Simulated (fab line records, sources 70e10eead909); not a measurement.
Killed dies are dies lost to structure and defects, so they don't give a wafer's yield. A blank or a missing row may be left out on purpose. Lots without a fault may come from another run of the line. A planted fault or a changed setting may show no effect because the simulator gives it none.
Which tool did it? | flow nand_harc | 14 lots, 42 wafers sampled, at 5 steps of a route of 1159

WHAT THE GAUGES READ, wafer by wafer
NHARC_A_BONDPAD_OVL_MEAS_35. Usual: overlay_x_nm 0 nm, standard deviation 6.9; overlay_y_nm -1 nm, standard deviation 5.9.
lot  | measured     | on         | overlay_x_nm (nm) | overlay_y_nm (nm) | flag
L926 | day 18 00:24 | overlay-02 | 7 7 6             | 5 4 5             |
L927 | day 18 02:49 | overlay-02 | 1 2 1             | -5 -6 -6          |
L929 | day 18 05:14 | overlay-01 | -16 -15 -15       | -2 -2 -2          |
L928 | day 18 06:00 | overlay-02 | 1 1 1             | -2 -2 -3          |
L930 | day 19 02:41 | overlay-02 | -2 -2 -2          | -8 -8 -9          |
L931 | day 19 14:39 | overlay-02 | 1 2 2             | -1 -1 -1          |
L933 | day 20 08:16 | overlay-01 | -1 -1 -1          | 3 3 2             |
L934 | day 20 13:43 | overlay-01 | 0 0 -1            | -1 -2 -2          |
L936 | day 20 15:15 | overlay-01 | -11 -11 -12       | -6 -6 -6          |
L939 | day 21 09:26 | overlay-01 | 6 7 7             | 6 6 6             |
L937 | day 21 08:33 | overlay-02 | -2 -1 -1          | 1 2 2             |
L940 | day 21 04:35 | overlay-01 | -6 -5 -5          | -3 -3 -3          |
L942 | day 21 16:08 | overlay-02 | 1 1 1             | -8 -7 -7          |
L948 | day 24 02:46 | overlay-01 | -9 -9 -8          | 5 5 5             |

NHARC_THIN_TSV_CD_MEAS_16. Usual: cd_nm 999.9 nm, standard deviation 1.7.
lot  | measured     | on        | cd_nm (nm)           | flag
L926 | day 18 19:46 | cd_sem-03 | 1000.1 999.9 1000.2  |
L927 | day 18 22:14 | cd_sem-03 | 1001.1 1002.6 999.9  |
L929 | day 18 23:28 | cd_sem-02 | 1001.1 1000.2 1000.5 |
L928 | day 19 03:07 | cd_sem-01 | 1001.4 1000.1 1000.1 |
L930 | day 19 19:34 | cd_sem-02 | 997.0 994.7 997.8    |
L931 | day 20 07:11 | cd_sem-02 | 1000.6 999.0 1001.1  |
L933 | day 21 00:29 | cd_sem-03 | 998.3 998.6 998.1    |
L934 | day 21 06:20 | cd_sem-02 | 999.8 1000.5 1000.0  |
L936 | day 21 07:09 | cd_sem-03 | 997.7 996.8 995.9    |
L939 | day 21 23:38 | cd_sem-02 | 999.0 999.5 997.5    |
L937 | day 22 00:51 | cd_sem-03 | 1000.8 1001.0 1002.4 |
L940 | day 21 22:26 | cd_sem-03 | 999.9 1000.3 998.8   |
L942 | day 22 10:11 | cd_sem-02 | 1000.1 1001.9 998.9  |
L948 | day 24 18:49 | cd_sem-01 | 1002.9 1002.3 1000.6 |

NHARC_END_SORT_01. Usual: killed_at_array 28, standard deviation 8.9; killed_at_other 0.8, standard deviation 1.2; killed_at_periphery 3.3, standard deviation 2.3; killed_dies 32, standard deviation 9.4; killed_open 3.2, standard deviation 1.8; killed_short 1.9, standard deviation 1.4.
lot  | measured     | on        | killed_at_array | killed_at_other | killed_at_periphery | killed_dies | killed_open | killed_short | flag
L937 | day 22 21:15 | prober-01 | 257 20 275      | 1 0 1           | 1 2 1               | 259 22 277  | 2 2 6       | 4 1 1        | OFF
L940 | day 22 13:32 | prober-01 | 250 260 33      | 0 2 1           | 1 4 2               | 251 266 36  | 4 5 4       | 3 2 5        | OFF

WHICH TOOL RAN EACH LOT (tool, then ch and the chambers of the sampled wafers, then the start)
lot  | NHARC_A_CHANNEL_HOLE_D1_DEP_01  | NHARC_A_BONDPAD_ANNEAL_28
L926 | pecvd-01 ch 0,1,2, day 7 16:36  | rtp_anneal-01 ch 0, day 18 02:19
L927 | pecvd-01 ch 0,1,2, day 8 15:31  | rtp_anneal-02 ch 0, day 18 04:45
L929 | pecvd-04 ch 0,1, day 8 16:12    | rtp_anneal-02 ch 0, day 18 07:16
L928 | pecvd-04 ch 0,1, day 8 16:26    | rtp_anneal-02 ch 0, day 18 07:52
L930 | pecvd-01 ch 0,1, day 9 12:04    | rtp_anneal-02 ch 0, day 19 04:35
L931 | pecvd-01 ch 0,1, day 9 12:28    | rtp_anneal-01 ch 0, day 19 16:38
L933 | pecvd-04 ch 0,1, day 10 06:50   | rtp_anneal-02 ch 0, day 20 10:04
L934 | pecvd-04 ch 0,2, day 10 07:58   | rtp_anneal-02 ch 0, day 20 15:35
L936 | pecvd-01 ch 1,2, day 10 20:11   | rtp_anneal-01 ch 0, day 20 17:03
L939 | pecvd-04 ch 1,2, day 11 08:54   | rtp_anneal-01 ch 0, day 21 11:15
L937 | pecvd-04 ch 0,2, day 11 09:18   | rtp_anneal-01 ch 0, day 21 10:29
L940 | pecvd-04 ch 0,1,2, day 11 09:39 | rtp_anneal-01 ch 0, day 21 06:44
L942 | pecvd-01 ch 0,1, day 12 04:46   | rtp_anneal-01 ch 0, day 21 17:56
L948 | pecvd-01 ch 0,1,2, day 13 15:56 | rtp_anneal-01 ch 0, day 24 04:34
- NHARC_A_CHANNEL_HOLE_D1_DEP_01: deposits SiON, target thk 140 nm.
- NHARC_A_BONDPAD_ANNEAL_28: time 90 s.

WHAT THE TOOLS THEMSELVES READ (means of the sampled wafers that have a number; where no wafer has one, the mark that the record gives instead)
NHARC_A_CHANNEL_HOLE_D1_DEP_01. Usual: heater_power_w 784 W, standard deviation 93.
lot  | tool     | heater_power_w (W) | flag
L926 | pecvd-01 | 834                |
L927 | pecvd-01 | 844                |
L929 | pecvd-04 | 713                |
L928 | pecvd-04 | 781                |
L930 | pecvd-01 | 867                |
L931 | pecvd-01 | 845                |
L933 | pecvd-04 | 811                |
L934 | pecvd-04 | 784                |
L936 | pecvd-01 | 772                |
L939 | pecvd-04 | 768                |
L937 | pecvd-04 | 832                |
L940 | pecvd-04 | 806                |
L942 | pecvd-01 | 863                |
L948 | pecvd-01 | 782                |

NHARC_A_BONDPAD_ANNEAL_28. Usual: wafer_temp_C_max 226.1, standard deviation 0.31.
lot  | tool          | wafer_temp_C_max | flag
L926 | rtp_anneal-01 | 226.4            |
L927 | rtp_anneal-02 | 225.8            |
L929 | rtp_anneal-02 | 225.9            |
L928 | rtp_anneal-02 | 226.1            |
L930 | rtp_anneal-02 | 226.1            |
L931 | rtp_anneal-01 | 226.2            |
L933 | rtp_anneal-02 | 225.9            |
L934 | rtp_anneal-02 | 226.2            |
L936 | rtp_anneal-01 | 226.2            |
L939 | rtp_anneal-01 | 226.6            |
L937 | rtp_anneal-01 | 226.2            |
L940 | rtp_anneal-01 | 226.2            |
L942 | rtp_anneal-01 | 226.5            |
L948 | rtp_anneal-01 | 226.4            |

THE ANSWER, worked out from the rows above alone
Rule: a lot is off if the mean of its wafers that have a number lies more than 3 standard deviations from the usual mean. A lot without any number at a reading at which 4 lots or more have one is off too. The other lots that the step has rows for count as sound. The gauges are gone through in route order, then the tools' own readings, and for those a lot's mean is taken as printed above. The first step at which some lot is off is used, and at that step the reading that is off furthest; a lot without a number counts as furthest.
Off: L937, L940, at NHARC_END_SORT_01 (killed_at_array). Neither off nor sound, because the step has no rows for them: L926, L927, L929, L928, L930, L931, L933, L934, L936, L939, L942, L948.
A tool fits if, at a process step before that reading, it ran every lot that is off, and no sound lot after the first of them. The gauges at NHARC_END_SORT_01 are tried like those tools. Can't be told from this: 3 tools fit, pecvd-04 at NHARC_A_CHANNEL_HOLE_D1_DEP_01, rtp_anneal-01 at NHARC_A_BONDPAD_ANNEAL_28, prober-01 at NHARC_END_SORT_01.

WHAT THE SIMULATOR HAD PUT IN
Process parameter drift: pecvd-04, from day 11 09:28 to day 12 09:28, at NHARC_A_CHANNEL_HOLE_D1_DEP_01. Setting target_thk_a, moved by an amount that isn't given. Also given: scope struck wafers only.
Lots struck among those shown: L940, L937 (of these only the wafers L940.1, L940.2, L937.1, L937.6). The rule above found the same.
